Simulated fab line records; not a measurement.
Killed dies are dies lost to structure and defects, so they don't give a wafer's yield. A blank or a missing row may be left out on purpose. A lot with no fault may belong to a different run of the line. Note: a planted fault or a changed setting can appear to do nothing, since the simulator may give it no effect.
Which tool did it? -- flow n5Finfet -- 10 lots with 30 wafers sampled at 5 steps, on a route of 1938 steps

WHAT EACH GAUGE READ, for each wafer
N5_FIN_SAQP_THK_MEAS_05. Usual: thkNm at 37.9 nm, with a standard deviation of 0.45.
lot,measured,on,thkNm (nm),flag
L112,day 3 21:13,filmMetro-02,38.0 37.4 39.0,
L113,day 4 03:29,filmMetro-02,36.7 37.9 38.2,
L115,day 4 18:31,filmMetro-01,37.5 37.8 37.9,
L116,day 4 23:23,filmMetro-01,37.6 37.8 38.0,
L118,day 5 11:01,filmMetro-01,37.7 38.0 37.7,
L119,day 5 16:43,filmMetro-01,37.3 37.2 37.3,
L121,day 6 04:25,filmMetro-02,37.3 38.2 37.9,
L125,day 7 03:05,filmMetro-02,37.6 38.3 38.1,
L126,day 7 09:37,filmMetro-01,38.3 38.4 38.5,
L127,day 7 15:10,filmMetro-02,38.1 38.1 37.5,

N5_FIN_SAQP_INSPECT_18: inspects for defects (brightfield). Usual: rawDefectCount at 436, with a standard deviation of 120.
lot,measured,on,rawDefectCount,flag
L112,day 3 21:59,defectInspect-01,329 421 451,
L113,day 4 04:16,defectInspect-01,246 226 485,
L115,day 4 19:16,defectInspect-02,653 555 655,
L116,day 5 00:08,defectInspect-02,333 367 379,
L118,day 5 11:47,defectInspect-01,506 293 304,
L119,day 5 17:29,defectInspect-02,528 335 364,
L121,day 6 05:12,defectInspect-01,394 368 408,
L125,day 7 03:43,defectInspect-02,438 397 464,
L126,day 7 10:15,defectInspect-01,883 378 426,
L127,day 7 15:55,defectInspect-02,311 583 550,

N5_BEOL_M4_RC_MEAS_101. Usual: DIBL_N 36.8 mV/V, standard deviation 2.1; DIBL_P 37.1 mV/V, standard deviation 2.2; IOFF_N 0.18 nA/um, standard deviation 0.037; IOFF_P 0.23 nA/um, standard deviation 0.041; ION_N 682 uA/um, standard deviation 13; ION_P 467 uA/um, standard deviation 8.6; SS_N 71.7 mV/dec, standard deviation 0.61; SS_P 73.5 mV/dec, standard deviation 0.6; VT_N 248 mV, standard deviation 3.4; VT_P -249 mV, standard deviation 3.5.
lot,measured,on,DIBL_N (mV/V),DIBL_P (mV/V),IOFF_N (nA/um),IOFF_P (nA/um),ION_N (uA/um),ION_P (uA/um),SS_N (mV/dec),SS_P (mV/dec),VT_N (mV),VT_P (mV),flag
L112,day 9 22:05,prober-02,38.2 38.9 39.4,36.8 38.7 37.6,0.18 0.22 0.21,0.22 0.26 0.22,670 683 666,460 461 452,72.3 71.8 72.5,73.4 73.8 73.1,246 242 247,-249 -247 -252,
L113,day 10 00:05,prober-01,38.1 37.7 38.8,37.8 37.0 39.0,0.21 0.20 0.20,0.24 0.24 0.26,690 691 689,473 479 472,71.3 72.4 71.8,73.8 73.3 73.7,245 244 248,-247 -249 -248,
L115,day 10 20:10,prober-01,36.6 37.5 34.7,35.9 37.5 34.7,0.15 0.17 0.13,0.19 0.22 0.18,674 684 670,461 471 464,71.2 71.4 71.0,73.1 73.5 73.2,252 250 252,-253 -250 -253,
L116,day 10 22:38,prober-02,38.2 36.6 36.7,39.1 37.1 35.9,0.23 0.19 0.18,0.24 0.20 0.18,708 692 680,473 464 456,72.0 71.0 72.0,74.2 73.8 73.8,243 247 249,-250 -253 -254,
L118,day 11 18:45,prober-01,37.0 39.0 37.1,38.9 41.8 39.0,0.18 0.23 0.18,0.23 0.29 0.24,699 709 698,478 483 474,72.2 72.1 72.0,72.7 74.3 73.5,248 243 247,-246 -248 -246,
L119,day 11 21:02,prober-02,36.6 36.9 35.4,37.9 39.6 36.9,0.17 0.19 0.15,0.22 0.25 0.20,674 692 673,456 473 465,72.2 71.8 71.9,73.4 74.1 74.0,246 243 248,-251 -247 -251,
L121,day 12 00:23,prober-02,36.9 35.8 34.8,36.8 35.3 34.7,0.17 0.15 0.15,0.25 0.23 0.22,680 683 688,471 474 474,71.7 71.4 71.4,74.0 73.1 72.6,249 251 251,-246 -246 -247,
L125,day 13 14:47,prober-01,37.0 37.0 39.1,39.5 39.3 41.5,0.20 0.19 0.24,0.29 0.29 0.33,694 685 696,475 476 480,72.4 71.6 73.0,74.0 73.7 74.6,245 247 244,-242 -242 -242,
L126,day 13 08:25,prober-01,35.1 35.8 37.7,37.3 37.5 41.0,0.16 0.16 0.22,0.20 0.20 0.26,677 684 690,466 464 468,70.8 71.4 71.8,72.6 73.9 74.3,249 250 247,-250 -250 -248,
L127,day 13 18:50,prober-01,36.3 38.0 37.9,35.6 38.2 38.1,0.15 0.18 0.18,0.20 0.25 0.24,679 682 688,466 469 469,71.5 72.5 71.8,73.2 74.5 73.6,249 248 249,-251 -249 -247,

WHICH TOOL RAN EACH LOT (tool, then ch and the chambers of the sampled wafers, then the start)
lot,N5_FIN_SAQP_DENSIFY_62,N5_FIN_SAQP_ETCH_51
L112,"rtpAnneal-01 ch 0, day 3 20:55","rieDiel-06 ch 0,1,3, day 3 22:03"
L113,"rtpAnneal-01 ch 0, day 4 03:13","rieDiel-06 ch 1,3, day 4 04:37"
L115,"rtpAnneal-01 ch 0, day 4 18:13","rieDiel-06 ch 0,1,3, day 4 19:20"
L116,"rtpAnneal-01 ch 0, day 4 23:05","rieDiel-03 ch 1,2,3, day 5 00:49"
L118,"rtpAnneal-01 ch 0, day 5 10:43","rieDiel-06 ch 0,1, day 5 11:51"
L119,"rtpAnneal-02 ch 0, day 5 16:25","rieDiel-06 ch 0,2, day 5 17:34"
L121,"rtpAnneal-02 ch 0, day 6 04:07","rieDiel-06 ch 0,1, day 6 05:16"
L125,"rtpAnneal-02 ch 0, day 7 02:50","rieDiel-02 ch 0,3, day 7 03:53"
L126,"rtpAnneal-02 ch 0, day 7 09:19","rieDiel-02 ch 1,2,3, day 7 10:19"
L127,"rtpAnneal-02 ch 0, day 7 14:55","rieDiel-02 ch 1,3, day 7 15:59"
- N5_FIN_SAQP_DENSIFY_62: time 60 s.
- N5_FIN_SAQP_ETCH_51: etches SiARC in CF4, target depth 45.5 nm, time 75.8 s.

WHAT THE TOOLS THEMSELVES READ (means of the sampled wafers that have a number; where no wafer has one, the mark that the record gives instead)
N5_FIN_SAQP_DENSIFY_62. Usual: lampPowerPct 9.84 %, standard deviation 0.052; wafer_temp_C_max 703.2, standard deviation 0.58.
lot,tool,lampPowerPct (%),wafer_temp_C_max,flag
L112,rtpAnneal-01,9.88,702.8,
L113,rtpAnneal-01,9.84,702.8,
L115,rtpAnneal-01,9.90,703.2,
L116,rtpAnneal-01,9.85,703.0,
L118,rtpAnneal-01,9.84,702.7,
L119,rtpAnneal-02,9.81,702.6,
L121,rtpAnneal-02,9.83,703.9,
L125,rtpAnneal-02,9.82,703.7,
L126,rtpAnneal-02,9.89,702.8,
L127,rtpAnneal-02,9.89,703.1,

N5_FIN_SAQP_ETCH_51. Usual: for cf4FlowSccm, 100.0 sccm with a standard deviation of 0.3; for drypumpMotorCurrentA, 5.5 A with a standard deviation of 0.41; for etchRfOnTimeS, 74.8 s with a standard deviation of 1.8; for oesProductAu, 0.69 a.u. with a standard deviation of 0.089; for rfVppV, 184.1 V with a standard deviation of 1.2; for showerheadPlenumPTorr, 2.15 Torr with a standard deviation of 0.06; for throttleValvePct, 15.64 % with a standard deviation of 0.25.
lot,tool,cf4FlowSccm (sccm),drypumpMotorCurrentA (A),etchRfOnTimeS (s),oesProductAu (a.u.),rfVppV (V),showerheadPlenumPTorr (Torr),throttleValvePct (%),flag
L112,rieDiel-06,100.2,5.3,77.3,0.61,184.3,2.15,15.83,
L113,rieDiel-06,100.3,5.2,76.4,0.61,184.6,2.18,15.95,
L115,rieDiel-06,99.9,5.3,77.0,0.60,184.0,2.15,15.84,
L116,rieDiel-03,100.2,6.0,72.5,0.69,184.2,2.19,15.71,
L118,rieDiel-06,99.9,5.6,91.3,0.58,184.0,2.15,15.65,OFF
L119,rieDiel-06,100.3,5.5,89.2,0.72,185.0,2.23,15.26,OFF
L121,rieDiel-06,100.1,5.6,104.3,0.56,184.3,2.15,15.65,OFF
L125,rieDiel-02,99.6,5.2,74.2,0.80,184.7,2.13,15.43,
L126,rieDiel-02,100.1,5.6,74.0,0.72,184.0,2.14,15.58,
L127,rieDiel-02,100.0,5.5,74.3,0.70,184.3,2.17,15.57,

THE ANSWER, worked out from the rows above alone
Rule: lot off if the mean of its wafers having a number is beyond 3 standard deviations from the usual mean. Also off: a lot with no number at a reading for which 4 or more lots have one. Any other lot the step has rows for is counted as sound. First the gauges in route order, then the tools' own readings, where a lot's mean is used as printed above. The first step at which some lot is off is used, and at that step the reading that is off furthest; a lot without a number counts as furthest.
Off, at N5_FIN_SAQP_ETCH_51 on etchRfOnTimeS: L118, L119, L121.
If a tool, at that step or one of the process steps before it, ran each lot that is off and ran no sound lot following the first of them, it fits. One fits: rieDiel-06 at N5_FIN_SAQP_ETCH_51. Its last sound lot is L115 (day 4 19:20), its first lot that is off L118 (day 5 11:51): a fault that began between those two fits.
On the lots that are off, the tool's own readings at N5_FIN_SAQP_ETCH_51 differ by more than 5 times the standard deviation of the sound lots' means, which bears it out; etchRfOnTimeS reads 94.9 s there versus 75.1 s on the sound lots.

WHAT THE SIMULATOR HAD PUT IN
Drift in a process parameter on rieDiel-06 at N5_FIN_SAQP_ETCH_51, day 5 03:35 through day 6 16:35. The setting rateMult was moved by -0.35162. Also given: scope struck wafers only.
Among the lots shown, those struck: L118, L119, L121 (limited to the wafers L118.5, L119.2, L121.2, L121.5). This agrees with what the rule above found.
